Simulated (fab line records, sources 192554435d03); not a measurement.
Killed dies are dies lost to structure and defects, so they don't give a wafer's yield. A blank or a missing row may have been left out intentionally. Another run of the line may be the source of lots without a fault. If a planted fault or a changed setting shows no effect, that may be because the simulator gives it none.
3 desks, one fault + flow n5Finfet + each desk has only its own numbers; what lay behind them comes last

## AT THE METROLOGY DESK
What the gauges read, lot by lot, whatever tool the lot ran on: means of the sampled wafers that have a number. The brackets show how far a lot's mean lies from the usual mean; more than 4 standard deviations puts the lot out of limits, marked OUT. Of its 14 readings 7 are shown: those that lie furthest out on some lot.
Columns: A = M1_ILD_THK at N5_BEOL_M1_THK_MEAS_01, usual 79.2 nm; B = M1_OVL at N5_BEOL_M1_OVL_MEAS_12, usual 0.1 nm; C = DIBL_N at N5_BEOL_M4_RC_MEAS_101, usual 35.9 mV/V; D = DIBL_P at N5_BEOL_M4_RC_MEAS_101, usual 35.9 mV/V; E = IOFF_P at N5_BEOL_M4_RC_MEAS_101, usual 0.201 nA/um; F = ION_N at N5_BEOL_M4_RC_MEAS_101, usual 672 uA/um; G = VT_P at N5_BEOL_M4_RC_MEAS_101, usual -251.6 mV
| lot  | first seen here | A    | B    | C    | D    | E     | F   | G      |
|------|-----------------|------|------|------|------|-------|-----|--------|
| L805 | day 6 01:56     | 78.5 | 0.7  | 35.5 | 35.7 | 0.203 | 674 | -251.3 |
| L810 | day 7 07:44     | 78.2 | 0.1  | 36.2 | 37.9 | 0.212 | 677 | -252.5 |
| L819 | day 9 13:41     | 77.9 | -0.9 | 36.7 | 36.6 | 0.246 | 680 | -247.9 |
| L823 | day 10 10:13    | 81.1 | 1.0  | 36.1 | 37.2 | 0.170 | 669 | -257.5 |
| L825 | day 11 01:29    | 78.8 | 0.7  | 38.2 | 38.1 | 0.231 | 687 | -250.5 |
| L828 | day 11 23:47    | 79.8 | 0.3  | 35.3 | 34.4 | 0.203 | 669 | -251.0 |
Result from this desk: across the 6 lots, nothing is out of limits.

## THE DEFECT DESK
Inspection counts along the route, by lot: the mean over sampled wafers that carry a number. The brackets show how far a lot's mean lies from the usual mean; more than 4 standard deviations puts the lot out of limits, marked OUT.
Columns: A = rawDefectCount at N5_BEOL_M0_INSPECT_127, usual 77; B = rawDefectCount at N5_BEOL_M1_INSPECT_13, usual 432
| lot  | first seen here | A   | B   |
|------|-----------------|-----|-----|
| L805 | day 6 01:58     | 82  | 676 |
| L810 | day 7 07:46     | 103 | 372 |
| L819 | day 9 13:43     | 89  | 417 |
| L823 | day 10 10:14    | 101 | 438 |
| L825 | day 11 01:31    | 59  | 341 |
| L828 | day 11 23:49    | 70  | 369 |
Result from this desk: across the 6 lots, nothing is out of limits.

## DESK OF THE TOOL OWNER: lithoTrack-04
The tool's own readings at N5_BEOL_M1_COAT_73 (time 60 s, resist thk 5 nm): means of the sampled wafers that have a number, for each lot that ran on this tool. The brackets show how far a lot's mean lies from the usual mean; more than 4 standard deviations puts the lot out of limits, marked OUT.
Columns: A = resistLineTempC at N5_BEOL_M1_COAT_73, usual 22.98 C; B = spinSpeedRpm at N5_BEOL_M1_COAT_73, usual 1500.0 rpm
| lot  | first seen here | A     | B                |
|------|-----------------|-------|------------------|
| L810 | day 7 08:21     | 23.07 | 1501.0           |
| L819 | day 9 17:57     | 22.94 | 1447.5 (-48) OUT |
| L823 | day 10 10:52    | 23.02 | 1446.6 (-49) OUT |
This desk's verdict: out of limits on L819, L823, starting with L819 at day 9 17:57 (spinSpeedRpm at N5_BEOL_M1_COAT_73). L810: within limits.

## TAKEN TOGETHER
An alarm could have come from the tool owner's desk at day 9 17:57, on L819, L823.
Metrology desk: nothing out of limits seen.
The defect desk saw nothing out of limits.
The metrology desk holds a record of L819, L823, inside its limits.
The defect desk has L819, L823 on record, within its limits.
Every lot named ran N5_BEOL_M1_COAT_73 on lithoTrack-04.

## WHAT THE SIMULATOR HAD INSERTED
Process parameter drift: lithoTrack-04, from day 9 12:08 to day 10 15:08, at N5_BEOL_M1_COAT_73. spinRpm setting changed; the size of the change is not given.
Shown lots that were struck: L819, L823.
Time in hours from fault onset to the first out-of-limits reading at each desk: the tool owner's desk, 6.
